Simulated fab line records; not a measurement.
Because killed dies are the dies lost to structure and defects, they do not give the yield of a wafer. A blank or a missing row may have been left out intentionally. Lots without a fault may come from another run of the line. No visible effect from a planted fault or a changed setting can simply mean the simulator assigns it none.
Matching of chambers / flow n5_finfet / N5_MOL_CONTACT_COAG_ETCH_106 on rie_diel-06 has 4 sister chambers
The step etches SOC in N2/H2, target depth 80 nm, overetch 16 nm, time 120 s. 8 wafers are shown with their chamber, then 9 later ones without.

== WAFERS WITH THEIR CHAMBER ==
wafer=L082.1; chamber=1; throttle_valve_pct (%)=17.80; showerhead_plenum_p_Torr (Torr)=2.63
wafer=L083.4; chamber=1; throttle_valve_pct (%)=17.80; showerhead_plenum_p_Torr (Torr)=2.62
wafer=L084.6; chamber=2; throttle_valve_pct (%)=17.74; showerhead_plenum_p_Torr (Torr)=2.57
wafer=L085.4; chamber=0; throttle_valve_pct (%)=18.25; showerhead_plenum_p_Torr (Torr)=2.52
wafer=L085.5; chamber=2; throttle_valve_pct (%)=17.76; showerhead_plenum_p_Torr (Torr)=2.57
wafer=L086.2; chamber=3; throttle_valve_pct (%)=17.93; showerhead_plenum_p_Torr (Torr)=2.56
wafer=L086.3; chamber=0; throttle_valve_pct (%)=18.26; showerhead_plenum_p_Torr (Torr)=2.52
wafer=L086.5; chamber=3; throttle_valve_pct (%)=17.92; showerhead_plenum_p_Torr (Torr)=2.56

== WAFERS MISSING THEIR CHAMBER ==
wafer=L089.1; throttle_valve_pct (%)=17.75; showerhead_plenum_p_Torr (Torr)=2.56
wafer=L089.5; throttle_valve_pct (%)=18.27; showerhead_plenum_p_Torr (Torr)=2.51
wafer=L089.6; throttle_valve_pct (%)=17.93; showerhead_plenum_p_Torr (Torr)=2.56
wafer=L093.2; throttle_valve_pct (%)=18.28; showerhead_plenum_p_Torr (Torr)=2.51
wafer=L093.4; throttle_valve_pct (%)=17.78; showerhead_plenum_p_Torr (Torr)=2.56
wafer=L093.5; throttle_valve_pct (%)=17.95; showerhead_plenum_p_Torr (Torr)=2.56
wafer=L096.2; throttle_valve_pct (%)=18.29; showerhead_plenum_p_Torr (Torr)=2.51
wafer=L096.4; throttle_valve_pct (%)=18.31; showerhead_plenum_p_Torr (Torr)=2.51
wafer=L096.5; throttle_valve_pct (%)=17.81; showerhead_plenum_p_Torr (Torr)=2.55

== EACH ONE'S CHAMBER ==
wafer=L089.1; from the rows above=2; in truth=2
wafer=L089.5; from the rows above=0; in truth=0
wafer=L089.6; from the rows above=3; in truth=3
wafer=L093.2; from the rows above=0; in truth=0
wafer=L093.4; from the rows above=2; in truth=2
wafer=L093.5; from the rows above=3; in truth=3
wafer=L096.2; from the rows above=0; in truth=0
wafer=L096.4; from the rows above=0; in truth=0
wafer=L096.5; from the rows above=2; in truth=2
Correct placement for 9 of the 9. Left unplaced by these rows: 0. Wrongly placed: 0.
How it was worked out, from the rows above alone: a wafer's distance from a chamber is the root of the sum, over the readings, of the square of ((its reading less the chamber's mean) divided by the reading's scatter). The wafer belongs to the nearest chamber; if the next one is less than 2 further off, it can't be placed. Each chamber's mean is taken over the wafers shown for it. How the scatter is found: for the shown wafers, subtract from each reading the mean of its chamber, square and add these, divide the total by (wafers less chambers), then take the root.
